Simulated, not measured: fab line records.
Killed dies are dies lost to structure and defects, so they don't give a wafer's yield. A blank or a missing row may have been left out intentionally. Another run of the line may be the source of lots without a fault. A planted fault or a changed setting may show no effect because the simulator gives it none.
fab line records    flow nand_harc
record lots=6  wafers=18  last_day=33
route steps=1302 shown A_SOURCE_PLATE@420 A_ONON_D1@424 END@1302
lots that met no fault: from a run of the same line without faults
start_h: start of the lot's first displayed wafer, in hours after the record's first day    wait_h: hours from the lot's prior step to this one    " the same as in the row above    L1.1+2: several wafers, shown together as one row    - no value, or no start given    * or withheld: withheld    < > ~ a bound
route shown NAME@n: NAME is a module with steps in the file, n the number in the route of the first one    usual: the fault-free wafers' mean and standard deviation    same: alike in all rows    chamber/n: place in a boat    sites: readings site by site    _std_site: standard deviation across them    _edge_site: the outer-site mean with the inner-site mean subtracted    radius_mm: how far each site lies from the wafer's centre    mask NAME#n: copy n    behind: the last tool/chamber to shape the wafer    hold: cause of the lot's hold/its duration in hours/its outcome    device: which transistor (n, p or np) failed to switch    end of line: tests of these same wafers at the route's end    a step with no rows: only its recipe    killed: count of dies lost to structure and defects at first sort (not the wafer's yield)    map: dies across one wafer; x = killed, . = not, _ = none there
set.NAME: the setting the step ran with; set.NAME@STEP: the setting that earlier step ran with    model.NAME: the simulator's own value behind a step, which no gauge read
lots at selected steps of the route; one table per step, one row per wafer
services: the hour from which a tool's chamber was out of use, counted from the record's first day as start_h (under 0 if before that day), plus the number of hours and why
## steps
# step NHARC_A_SOURCE_PLATE_THK_MEAS_06
# recipe thk_meas_gauge=ellipsometry
# usual thk_nm=199.5/2.2
lot.wafer  tool           chamber  start_h  wait_h  thk_nm
L529.2     film_metro-02  -        230.82   0.4     196.6
L529.3     "              -        "        "       196.1
L529.5     "              -        "        "       198.4
L531.1     film_metro-02  -        256.41   0.4     198.2
L531.3     "              -        "        "       200.1
L531.5     "              -        "        "       201.2
L534.1     film_metro-02  -        284.85   0.4     203.2
L534.5     "              -        "        "       201.1
L534.6     "              -        "        "       202.5
L535.1     film_metro-01  -        290.48   0.4     197.0
L535.5     "              -        "        "       199.4
L535.6     "              -        "        "       199.0
L538.2     film_metro-01  -        326.78   0.4     199.8
L538.3     "              -        "        "       199.2
L538.5     "              -        "        "       201.3
L542.1     film_metro-02  -        371.13   0.4     199.2
L542.4     "              -        "        "       197.7
L542.6     "              -        "        "       199.2
# step NHARC_A_SOURCE_PLATE_INSPECT_08
# usual raw_defect_count=59/23
lot.wafer  tool               chamber  start_h  wait_h  raw_defect_count
L529.2     defect_inspect-01  -        230.89   0.0     87
L529.3     "                  -        "        "       62
L529.5     "                  -        "        "       72
L531.1     defect_inspect-02  -        256.52   0.0     72
L531.3     "                  -        "        "       88
L531.5     "                  -        "        "       68
L534.1     defect_inspect-01  -        284.92   0.0     122
L534.5     "                  -        "        "       65
L534.6     "                  -        "        "       91
L535.1     defect_inspect-02  -        290.56   0.0     23
L535.5     "                  -        "        "       29
L535.6     "                  -        "        "       65
L538.2     defect_inspect-01  -        326.84   0.0     31
L538.3     "                  -        "        "       45
L538.5     "                  -        "        "       42
L542.1     defect_inspect-01  -        371.19   0.0     47
L542.4     "                  -        "        "       69
L542.6     "                  -        "        "       106
# step NHARC_A_ONON_D1_DEP_00
# recipe target_thk_a=10000  n2_flow_sccm=2750  n2o_flow_sccm=2000  nh3_flow_sccm=500  sih4_flow_sccm=210  temp_c=400
# step NHARC_A_ONON_D1_THK_MEAS_02
# recipe thk_meas_gauge=ellipsometry
# usual thk_nm=998/9.9
lot.wafer  tool           chamber  start_h  wait_h  thk_nm
L529.2     film_metro-02  -        231.46   -       996
L529.3     "              -        "        "       995
L529.5     "              -        "        "       995
L531.1     film_metro-01  -        257.09   -       983
L531.3     "              -        "        "       981
L531.5     "              -        "        "       983
L534.1     film_metro-02  -        285.49   -       1004
L534.5     "              -        "        "       1005
L534.6     "              -        "        "       1004
L535.1     film_metro-01  -        291.14   -       998
L535.5     "              -        "        "       999
L535.6     "              -        "        "       999
L538.2     film_metro-02  -        327.42   -       995
L538.3     "              -        "        "       997
L538.5     "              -        "        "       997
L542.1     film_metro-01  -        371.77   -       1001
L542.4     "              -        "        "       1002
L542.6     "              -        "        "       1003
# step NHARC_A_ONON_D1_DEP_03
# recipe target_thk_a=10000  n2_flow_sccm=2750  n2o_flow_sccm=2000  nh3_flow_sccm=500  sih4_flow_sccm=210  temp_c=400
# step NHARC_A_ONON_D1_THK_MEAS_05
# recipe thk_meas_gauge=ellipsometry
# usual thk_nm=1001/9.3
lot.wafer  tool           chamber  start_h  wait_h  thk_nm
L529.2     film_metro-01  -        232.02   -       996
L529.3     "              -        "        "       997
L529.5     "              -        "        "       992
L531.1     film_metro-01  -        257.65   -       999
L531.3     "              -        "        "       998
L531.5     "              -        "        "       1002
L534.1     film_metro-02  -        286.06   -       993
L534.5     "              -        "        "       991
L534.6     "              -        "        "       992
L535.1     film_metro-02  -        291.71   -       1002
L535.5     "              -        "        "       1003
L535.6     "              -        "        "       1003
L538.2     film_metro-02  -        327.99   -       1009
L538.3     "              -        "        "       1006
L538.5     "              -        "        "       1008
L542.1     film_metro-02  -        372.33   -       997
L542.4     "              -        "        "       997
L542.6     "              -        "        "       996
# step NHARC_A_ONON_D1_DEP_06
# recipe target_thk_a=10000  n2_flow_sccm=2750  n2o_flow_sccm=2000  nh3_flow_sccm=500  sih4_flow_sccm=210  temp_c=400
# step NHARC_A_ONON_D1_THK_MEAS_08
# recipe thk_meas_gauge=ellipsometry
# usual thk_nm=999/10
lot.wafer  tool           chamber  start_h  wait_h  thk_nm
L529.2     film_metro-01  -        232.60   -       1008
L529.3     "              -        "        "       1006
L529.5     "              -        "        "       1009
L531.1     film_metro-02  -        258.22   -       984
L531.3     "              -        "        "       985
L531.5     "              -        "        "       985
L534.1     film_metro-01  -        286.63   -       997
L534.5     "              -        "        "       995
L534.6     "              -        "        "       995
L535.1     film_metro-01  -        292.27   -       990
L535.5     "              -        "        "       990
L535.6     "              -        "        "       990
L538.2     film_metro-01  -        328.56   -       1008
L538.3     "              -        "        "       1009
L538.5     "              -        "        "       1008
L542.1     film_metro-01  -        372.89   -       994
L542.4     "              -        "        "       995
L542.6     "              -        "        "       991
# step NHARC_A_ONON_D1_DEP_09
# recipe target_thk_a=10000  n2_flow_sccm=2750  n2o_flow_sccm=2000  nh3_flow_sccm=500  sih4_flow_sccm=210  temp_c=400
# step NHARC_A_ONON_D1_THK_MEAS_11
# recipe thk_meas_gauge=ellipsometry
# usual thk_nm=1002/7.9
lot.wafer  tool           chamber  start_h  wait_h  thk_nm
L529.2     film_metro-01  -        233.17   -       1005
L529.3     "              -        "        "       1003
L529.5     "              -        "        "       1006
L531.1     film_metro-02  -        258.79   -       999
L531.3     "              -        "        "       998
L531.5     "              -        "        "       999
L534.1     film_metro-02  -        287.19   -       1001
L534.5     "              -        "        "       1001
L534.6     "              -        "        "       999
L535.1     film_metro-01  -        292.83   -       1007
L535.5     "              -        "        "       1009
L535.6     "              -        "        "       1008
L538.2     film_metro-02  -        329.13   -       1000
L538.3     "              -        "        "       998
L538.5     "              -        "        "       999
L542.1     film_metro-01  -        373.47   -       1003
L542.4     "              -        "        "       1004
L542.6     "              -        "        "       1004
# step NHARC_A_ONON_D1_DEP_12
# recipe target_thk_a=10000  n2_flow_sccm=2750  n2o_flow_sccm=2000  nh3_flow_sccm=500  sih4_flow_sccm=210  temp_c=400
lot.wafer   tool           chamber  start_h  wait_h
L529.2+3+5  pecvd_onon-04  0        233.28   0.1
L531.1+3+5  pecvd_onon-04  0        258.85   0.1
L534.1+5+6  pecvd_onon-04  0        287.25   0.1
L535.1+5+6  pecvd_onon-04  0        292.89   0.1
L538.2+3+5  pecvd_onon-01  0        329.24   0.1
L542.1+4+6  pecvd_onon-03  0        373.52   0.1
# step NHARC_A_ONON_D1_THK_MEAS_14
# recipe thk_meas_gauge=ellipsometry
# usual thk_nm=999/9.8
lot.wafer  tool           chamber  start_h  wait_h  hold                      thk_nm
L529.2     film_metro-01  -        233.74   -       -                         1000
L529.3     "              -        "        "       -                         997
L529.5     "              -        "        "       -                         996
L531.1     film_metro-02  -        259.35   -       -                         1027
L531.3     "              -        "        "       -                         1027
L531.5     "              -        "        "       -                         1024
L534.1     film_metro-02  -        287.75   -       await_dispo/0.2h/release  1578
L534.5     "              -        "        "       await_dispo/0.2h/release  1578
L534.6     "              -        "        "       await_dispo/0.2h/release  1579
L534.1     film_metro-02  -        287.93   0.2     -                         1579
L534.5     "              -        "        "       -                         1580
L534.6     "              -        "        "       -                         1578
L535.1     film_metro-01  -        293.41   -       await_dispo/0.2h/release  1577
L535.5     "              -        "        "       await_dispo/0.2h/release  1576
L535.6     "              -        "        "       await_dispo/0.2h/release  1574
L535.1     film_metro-01  -        293.58   0.2     -                         1572
L535.5     "              -        "        "       -                         1573
L535.6     "              -        "        "       -                         1575
L538.2     film_metro-01  -        329.70   -       -                         1021
L538.3     "              -        "        "       -                         1022
L538.5     "              -        "        "       -                         1024
L542.1     film_metro-01  -        374.03   -       -                         1004
L542.4     "              -        "        "       -                         1003
L542.6     "              -        "        "       -                         1003
# step NHARC_END_SORT_01
# recipe temp_c=25
# usual defect_limited_yield=92/3  killed_at_array=52/20  killed_at_other=1.0/1.3  killed_at_periphery=3.7/2.2  killed_dies=57/20  killed_open=3.2/1.6  killed_short=2.4/1.6  sort_bin_2_pct=2.9/1.4  sort_bin_3_pct=0.6/0.41  sort_bin_4_pct=4.8/1.5  sort_n_pass=620/20  sort_rim_yield_pct=93/3.5  sort_yield_pct=92/3
# same gross_dies=677  sort_bin_5_pct[%]=0  sort_bin_6_pct[%]=0  sort_bin_7_pct[%]=0  sort_bin_8_pct[%]=0  sort_rim_n_gross=106.00
lot.wafer  tool       chamber  start_h  wait_h  defect_limited_yield[%]  killed_at_array  killed_at_other  killed_at_periphery  killed_dies  killed_open  killed_short  sort_bin_2_pct[%]  sort_bin_3_pct[%]  sort_bin_4_pct[%]  sort_n_pass  sort_rim_yield_pct[%]  sort_yield_pct[%]
L529.2     prober-02  0        633.45   2.8     95                       30               0                1                    31           4            2             0.7                0.3                3.5                646          100                    95
L529.3     prober-02  0        634.26   3.1     95                       31               0                1                    32           5            1             1.0                0.3                3.4                645          95                     95
L529.5     prober-02  0        635.89   3.8     95                       31               0                1                    32           2            2             1.3                0.4                3.0                645          97                     95
L531.1     prober-01  0        664.91   2.5     86                       85               4                4                    93           6            3             5.3                1.0                7.4                584          91                     86
L531.3     prober-01  0        666.49   3.1     89                       71               1                1                    73           7            4             4.7                1.0                5.0                604          90                     89
L531.5     prober-01  0        668.06   3.6     88                       77               1                1                    79           2            2             4.0                1.5                6.2                598          93                     88
# killed by level:class
L529.2 A_CHANNEL_HOLE_D2:chamber_film_flake=10 A_CHANNEL_HOLE_D1:chamber_film_flake=7 A_CHANNEL_FILL_D1:geometric_particle:open=2 A_CHANNEL_FILL_D2:chamber_film_flake=2 A_STAIRCASE:chamber_film_flake=2 A_SOURCE_PLATE:geometric_particle:open=1 A_ONON_D1:geometric_particle:short=1 A_ONON_D2:geometric_particle:short=1
L529.3 A_CHANNEL_HOLE_D2:chamber_film_flake=14 A_M0:chamber_film_flake=3 A_ONON_D1:geometric_particle:open=2 A_CONTACT:geometric_particle:open=2 A_CHANNEL_HOLE_D1:chamber_film_flake=2 A_CHANNEL_FILL_D1:chamber_film_flake=2 A_CHANNEL_FILL_D2:chamber_film_flake=2 A_CHANNEL_FILL_D1:geometric_particle:open=1
L529.5 A_CHANNEL_HOLE_D2:chamber_film_flake=16 A_CHANNEL_HOLE_D1:chamber_film_flake=4 A_SLIT:chamber_film_flake=2 A_CONTACT:chamber_film_flake=2 A_ONON_D2:geometric_particle:short=1 A_CHANNEL_FILL_D2:geometric_particle:short=1 A_SGD_CUT:geometric_particle:open=1 A_M0:geometric_particle:open=1
L531.1 A_SLIT:chamber_film_flake=34 A_CHANNEL_HOLE_D1:chamber_film_flake=25 A_CHANNEL_HOLE_D2:chamber_film_flake=12 THIN_TSV:chamber_film_flake=4 A_WL_FILL:chamber_film_flake=2 P_M0:geometric_particle:open=1 P_M0:geometric_particle:short=1 A_DECK1_JOINT:geometric_particle:short=1
L531.3 A_SLIT:chamber_film_flake=27 A_CHANNEL_HOLE_D1:chamber_film_flake=23 A_CHANNEL_HOLE_D2:chamber_film_flake=6 A_SOURCE_PLATE:geometric_particle:short=2 A_CONTACT:geometric_particle:open=2 A_ONON_D1:geometric_particle:open=1 A_ONON_D2:geometric_particle:open=1 A_ONON_D2:geometric_particle:short=1
L531.5 A_SLIT:chamber_film_flake=33 A_CHANNEL_HOLE_D1:chamber_film_flake=24 A_CHANNEL_HOLE_D2:chamber_film_flake=10 A_WL_FILL:chamber_film_flake=3 A_STAIRCASE:chamber_film_flake=2 A_CHANNEL_FILL_D1:geometric_particle:short=1 A_CHANNEL_FILL_D2:geometric_particle:short=1 A_BLC:geometric_particle:open=1
## services
tool           chamber  start_h  hours  kind
pecvd_onon-03  -        227.00   13.0   pm
pecvd_onon-01  -        269.09   13.0   pm
pecvd_onon-04  -        311.12   13.0   pm
pecvd_onon-03  -        322.61   9.6    repair
## key
first_sign step=NHARC_A_ONON_D1_THK_MEAS_14  reading=visit  direction=added
effect step=NHARC_A_ONON_D1_THK_MEAS_14  reading=thk_nm  direction=up  sigmas=59  usual=999  struck=1577
met_at NHARC_A_ONON_D1_DEP_12
struck_wafers L534.1,L534.5,L534.6,L535.1,L535.5,L535.6
scrapped_behind NHARC_A_ONON_D1_THK_MEAS_14 L534.1,L534.5,L534.6,L535.1,L535.5,L535.6
onset_between 258.85 287.25
fault kind=process_parameter_drift  tool=pecvd_onon-04  chamber=-  onset_h=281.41  steps=NHARC_A_ONON_D1_DEP_12  channel=target_thk_a  offset=*  shape=step  end_h=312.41  acts_in=*  stated=*
